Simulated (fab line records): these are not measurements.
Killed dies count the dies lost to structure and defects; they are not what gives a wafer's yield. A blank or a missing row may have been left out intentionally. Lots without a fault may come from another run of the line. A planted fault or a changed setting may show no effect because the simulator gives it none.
Which of the tools did it?	flow n5-finfet	9 lots with 27 wafers sampled at 3 steps, on a route of 1938 steps

== WHAT THE GAUGES READ, wafer by wafer ==
N5_HKMG_FIN_INSPECT_14: inspects for defects (macro).
lot	measured	on	raw-defect-count
L497	day 4 04:42	defect-inspect-02	3 3 0
L500	day 5 00:23	defect-inspect-02	1 2 3
L503	day 5 18:58	defect-inspect-01	2 2 1
L504	day 6 01:29	defect-inspect-02	1 2 2
L506	day 6 12:09	defect-inspect-01	1 5 2
L507	day 6 19:01	defect-inspect-02	2 1 2
L508	day 7 08:05	defect-inspect-02	>300 >300 >300
L512	day 8 00:10	defect-inspect-02	>300 >300 >300
L519	day 9 18:03	defect-inspect-01	2 0 3

== TOOL THAT RAN EACH LOT (tool first, then ch and the chambers of the sampled wafers, then the start) ==
lot	N5_HKMG_FIN_STRIP_57	N5_HKMG_FIN_WET_ETCH_78
L497	rie-diel-04 ch 0,1,3, day 4 01:41	wet-bench-05 ch 1,2,7, day 4 02:42
L500	rie-diel-04 ch 0,2,3, day 4 21:05	wet-bench-03 ch 1,4,7, day 4 22:07
L503	rie-diel-06 ch 1,2,3, day 5 16:01	wet-bench-01 ch 4,5,6, day 5 17:02
L504	rie-diel-04 ch 0,2,3, day 5 22:20	wet-bench-01 ch 2,3,6, day 5 23:22
L506	rie-diel-04 ch 0,2,3, day 6 09:05	wet-bench-03 ch 1,3,4, day 6 10:06
L507	rie-diel-01 ch 1,3, day 6 15:56	wet-bench-01 ch 1,5,7, day 6 16:57
L508	rie-diel-01 ch 1,2,3, day 7 05:02	wet-bench-01 ch 0,6,7, day 7 06:02
L512	rie-diel-06 ch 1,3, day 7 21:07	wet-bench-01 ch 0,1,5, day 7 22:08
L519	rie-diel-06 ch 0,2,3, day 9 14:44	wet-bench-05 ch 0,6,7, day 9 15:49
- N5_HKMG_FIN_STRIP_57: strips in CF4.
- N5_HKMG_FIN_WET_ETCH_78: etches Al2O3 in dNH4OH, stops on La2O3, target depth 4.5 nm, rinse time 30 s.

== THE ANSWER, worked out from the rows above alone ==
Rule: usual is defined by the lots themselves. Put in order of their means at a reading, lots are off if they are a third of the lots or fewer, leave a main group of 4 or more, and stand apart from it by a gap of 3 or more times the standard deviation of the main group's means; of several such gaps the widest counts. A main group is skipped when, at the precision printed for the reading in the tables above, its means are all equal. Also off: a lot with no number at a reading for which 4 or more lots have one. The other lots that the step has rows for count as sound.
Off: L508, L512, at N5_HKMG_FIN_INSPECT_14 (raw-defect-count). Without a number there: L508, L512. Mean 1.9 and standard deviation 0.34 in the main group.
A tool fits if, at a process step before that reading, it ran every lot that is off, and no sound lot after the first of them. The gauges at N5_HKMG_FIN_INSPECT_14 are tried like those tools. Undecided on this evidence; 2 tools fit (wet-bench-01 at N5_HKMG_FIN_WET_ETCH_78, defect-inspect-02 at N5_HKMG_FIN_INSPECT_14).

== WHAT HAD BEEN PUT IN BY THE SIMULATOR ==
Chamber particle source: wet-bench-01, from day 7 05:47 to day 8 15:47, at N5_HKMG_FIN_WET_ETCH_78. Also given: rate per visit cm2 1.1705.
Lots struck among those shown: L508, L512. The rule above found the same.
